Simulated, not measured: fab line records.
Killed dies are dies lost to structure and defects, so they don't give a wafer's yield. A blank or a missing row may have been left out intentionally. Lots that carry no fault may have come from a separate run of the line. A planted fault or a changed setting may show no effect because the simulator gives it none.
Problem report, 8D (eight disciplines) form, completed by code | flow nandHarc | the parts of the form that need people (team, actions taken, sign-off) are left out

1. THE ISSUE
Wafers without a fault read 89, standard deviation 39; rawDefectCount at NHARC_A_CONTACT_INSPECT_71 reads a mean of 1178 on 9 wafers belonging to 3 lots. Measured from the usual mean, that is +28 standard deviations.
Earliest sighting: wafer L527.1 on defectInspect-01 at day 27 04:25. The record has a number at this step for 39 wafers belonging to 13 lots. Rule for "out" (also "out of limits"): further than 4 standard deviations from the usual mean. Any other wafer with a number is counted as sound.

2. WHAT IT IS AND WHAT IT IS NOT
question                    | is                                 | is not
which readings at this step | rawDefectCount                     | -
which lots                  | L527, L529, L530                   | L516, L517, L518, L520, L521, L522, L523, L537, L538, L539
which wafers of those lots  | all that have a number             | -
read on which gauges        | defectInspect-01, defectInspect-02 | -
when                        | from day 27 04:25                  | up to then (21 sound wafers); but 9 sound wafers of L537, L538, L539 came after

3. WHAT RULES OUT EACH SUSPECT
Counting: a tool stays on the suspect list if, at a process step up to the reading, it processed all lots that are out and no sound lot following the first of them.
- the gauge at NHARC_A_CONTACT_INSPECT_71 is ruled out. 2 gauges (defectInspect-01, defectInspect-02) read the wafers that are out.
- aclDep-01 at NHARC_A_CONTACT_DEP_57 (deposits aC, target thk 5300 nm): kept. Every lot that is out went through it, starting with L527 (day 27 00:20), and after that it ran no sound lot; the last sound lot it ran before then is L518 (day 23 04:33).
Remaining after the count: aclDep-01 at NHARC_A_CONTACT_DEP_57.

4. THE CAUSE (what the simulator had put in)
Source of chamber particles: aclDep-01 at NHARC_A_CONTACT_DEP_57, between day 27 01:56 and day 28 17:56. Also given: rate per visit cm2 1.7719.
Only this tool survived the counting.

5. SEQUENCE OF EFFECTS, ordered by route
Each row: a reading whose mean over the struck wafers that have a number lies more than 3 standard deviations from the usual. Scope: only readings with a usual standard deviation given in the record; hours: median across lots of the time from each lot's start at the first step in this table that gives one to its start at this step; sigmas: change in usual standard deviations.
hours | step                       | reading        | usual | on struck wafers | change | sigmas
0     | NHARC_A_CONTACT_INSPECT_71 | rawDefectCount | 89    | 1178             | +1089  | +28
61    | NHARC_END_SORT_01          | killedAtArray  | 53    | 122              | +69    | +3.9
61    | NHARC_END_SORT_01          | killedDies     | 58    | 126              | +68    | +3.8

6. WHAT WOULD HAVE CAUGHT IT SOONER
In this record the first reading out of limits at a measuring or inspecting step was taken at day 27 04:25, 2 hours after the fault began at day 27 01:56.
Of the tool readings at NHARC_A_CONTACT_DEP_57 for which the record gives a usual standard deviation, none was out on any struck wafer, so an alarm limit of 4 standard deviations on them would not have fired.
L530, from the lots that are out (3), started NHARC_A_CONTACT_DEP_57 on aclDep-01 later than day 27 04:25. Had the tool been put on hold then, it would have been spared.
